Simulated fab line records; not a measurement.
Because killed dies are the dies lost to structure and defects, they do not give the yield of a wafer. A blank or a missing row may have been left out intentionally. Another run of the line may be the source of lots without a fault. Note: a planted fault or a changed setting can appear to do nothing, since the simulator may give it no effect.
Matching of chambers + flow n5Finfet + cmp-01 running N5_ILD0_CMP_12: 4 sister chambers
The step polishes SiNx, stops on poly-Si, t overpolish 6 s, target thk 17.67 nm. 18 wafers are shown with their chamber, then 9 later ones without.

== WAFERS WITH THEIR CHAMBER ==
| wafer  | chamber | motorCurrentA (A) | overpolishRunS (s) | timeToEndpointS (s) |
|--------|---------|-------------------|--------------------|---------------------|
| L080.1 | 0       | 9.7               | 5.989              | 29.0                |
| L080.3 | 3       | 8.6               | 6.003              | 32.5                |
| L080.4 | 1       | 8.8               | 6.004              | 31.6                |
| L081.1 | 2       | 10.1              | 5.984              | 34.3                |
| L081.2 | 0       | 9.8               | 6.004              | 31.6                |
| L081.5 | 1       | 9.2               | 6.003              | 31.0                |
| L083.1 | 0       | 9.4               | 5.993              | 25.7                |
| L083.3 | 2       | 10.0              | 6.009              | 28.8                |
| L083.6 | 2       | 9.7               | 5.996              | 28.8                |
| L084.1 | 3       | 8.6               | 5.991              | 33.6                |
| L084.3 | 2       | 9.6               | 6.000              | 32.8                |
| L084.4 | 1       | 8.9               | 6.001              | 29.7                |
| L085.3 | 2       | 9.6               | 5.987              | 31.3                |
| L085.4 | 0       | 10.0              | 6.007              | 33.6                |
| L085.6 | 3       | 8.4               | 5.988              | 32.7                |
| L090.1 | 2       | 9.3               | 5.992              | 31.1                |
| L090.2 | 1       | 9.0               | 6.008              | 29.5                |
| L090.4 | 3       | 8.6               | 5.992              | 32.2                |

SIGNATURES, as means of the wafers listed above
| reading         | chamber 0 | chamber 1 | chamber 2 | chamber 3 | scatter within a chamber |
|-----------------|-----------|-----------|-----------|-----------|--------------------------|
| motorCurrentA   | 9.725     | 8.975     | 9.717     | 8.550     | 0.229                    |
| overpolishRunS  | 5.99825   | 6.00400   | 5.99467   | 5.99350   | 0.00753                  |
| timeToEndpointS | 29.975    | 30.450    | 31.183    | 32.750    | 2.12                     |
Rule: for a wafer and a chamber, the distance is found by dividing, reading by reading, the gap between the wafer's reading and the chamber's mean by the reading's scatter, squaring, summing and taking the root. The wafer belongs to the nearest chamber; if the next one is less than 2 further off, it can't be placed. The scatter: the root of (the sum of the squares of (reading less its chamber's mean) over the shown wafers, divided by (wafers less chambers)).

== WAFERS WITH NO CHAMBER GIVEN ==
| wafer  | motorCurrentA (A) | overpolishRunS (s) | timeToEndpointS (s) |
|--------|-------------------|--------------------|---------------------|
| L091.1 | 9.8               | 5.989              | 34.7                |
| L091.2 | 8.5               | 6.002              | 31.0                |
| L091.4 | 9.3               | 6.005              | 30.2                |
| L092.1 | 8.6               | 5.994              | 26.6                |
| L092.2 | 9.7               | 5.991              | 27.2                |
| L092.6 | 9.3               | 6.008              | 27.2                |
| L097.2 | 9.0               | 5.991              | 27.9                |
| L097.5 | 9.1               | 5.990              | 28.7                |
| L097.6 | 10.1              | 5.998              | 28.2                |

== THE CHAMBER EACH PASSED THROUGH ==
| wafer  | from the rows above               | in truth |
|--------|-----------------------------------|----------|
| L091.1 | can't be placed: 2 or 0           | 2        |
| L091.2 | can't be placed: 3 or 1           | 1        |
| L091.4 | can't be placed: 1 or 0 or 2      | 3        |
| L092.1 | can't be placed: 1 or 3           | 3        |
| L092.2 | can't be placed: 0 or 2           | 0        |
| L092.6 | can't be placed: 1 or 0 or 2      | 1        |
| L097.2 | can't be placed: 1 or 3 or 0 or 2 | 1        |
| L097.5 | can't be placed: 1 or 2 or 0 or 3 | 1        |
| L097.6 | can't be placed: 0 or 2           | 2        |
Placed correctly: 0 of 9. Not placeable from these rows: 9 (in 8, the candidates include the true chamber). Placed wrongly: 0.
